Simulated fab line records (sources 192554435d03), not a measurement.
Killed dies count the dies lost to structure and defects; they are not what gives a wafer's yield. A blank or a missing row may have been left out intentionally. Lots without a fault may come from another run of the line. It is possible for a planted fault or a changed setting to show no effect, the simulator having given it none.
Matching of chambers | flow n5 finfet | N5_BEOL_M4_ILD_DEP_00 on pecvd-01 has 3 sister chambers
The step deposits SiOC from DEMS/O2, target thk 79 nm, time 15.3 s. 20 wafers are shown with their chamber, then 10 later ones without.

## EACH WAFER AND ITS CHAMBER
wafer  | chamber | throttle valve pct (%) | rf fwd power W (W) | heater power w (W)
L076.1 | 1       | 12.5                   | 497.1              | 436
L076.3 | 0       | 12.8                   | 494.9              | 481
L076.4 | 0       | 12.8                   | 495.4              | 484
L077.1 | 2       | 10.7                   | 490.0              | 499
L077.3 | 1       | 12.4                   | 496.1              | 346
L077.6 | 1       | 12.4                   | 497.7              | 352
L078.1 | 1       | 12.6                   | 496.5              | 394
L078.4 | 2       | 10.8                   | 492.3              | 497
L078.5 | 1       | 12.4                   | 495.2              | 395
L080.1 | 2       | 10.5                   | 491.6              | 482
L080.3 | 0       | 12.7                   | 493.9              | 477
L080.5 | 1       | 12.4                   | 492.2              | 347
L083.4 | 0       | 12.7                   | 491.0              | 423
L083.5 | 2       | 10.8                   | 490.6              | 430
L083.6 | 1       | 12.2                   | 495.3              | 391
L084.2 | 1       | 12.0                   | 498.0              | 400
L084.4 | 1       | 12.1                   | 499.1              | 424
L084.5 | 1       | 12.3                   | 496.5              | 427
L090.3 | 1       | 12.3                   | 495.0              | 411
L090.4 | 1       | 12.2                   | 496.8              | 409

SIGNATURES (averages over the wafers above)
reading            | chamber 0 | chamber 1 | chamber 2 | scatter within a chamber
throttle valve pct | 12.750    | 12.317    | 10.700    | 0.151
rf fwd power W     | 493.800   | 496.292   | 491.125   | 1.7
heater power w     | 466.25    | 394.33    | 477.00    | 30.9
Rule: distance of a wafer from a chamber = root of the sum over the readings of ((wafer's reading minus chamber's mean) / reading's scatter) squared. If the next closest chamber is less than 2 further off than the closest, the wafer can't be placed; otherwise it belongs to the closest. How the scatter is found: for the shown wafers, subtract from each reading the mean of its chamber, square and add these, divide the total by (wafers less chambers), then take the root.

## WAFERS MISSING THEIR CHAMBER
wafer  | throttle valve pct (%) | rf fwd power W (W) | heater power w (W)
L090.5 | 13.0                   | 493.1              | 468
L089.2 | 11.0                   | 495.5              | 502
L089.3 | 12.2                   | 496.5              | 424
L089.5 | 13.0                   | 493.1              | 449
L092.2 | 12.5                   | 494.4              | 481
L092.3 | 10.6                   | 493.5              | 427
L092.5 | 12.8                   | 492.9              | 489
L093.1 | 12.7                   | 494.8              | 460
L093.4 | 12.8                   | 494.2              | 480
L093.6 | 10.6                   | 492.8              | 477

## WHICH CHAMBER EACH WENT THROUGH
wafer  | from the rows above     | in truth
L090.5 | 0                       | 0
L089.2 | 2                       | 2
L089.3 | 1                       | 1
L089.5 | 0                       | 0
L092.2 | can't be placed: 0 or 1 | 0
L092.3 | 2                       | 2
L092.5 | 0                       | 0
L093.1 | 0                       | 0
L093.4 | 0                       | 0
L093.6 | 2                       | 2
9 of 10 placed correctly. From these rows, 1 cannot be placed; in 1 the true chamber is one of the candidates. Number placed wrongly: 0.
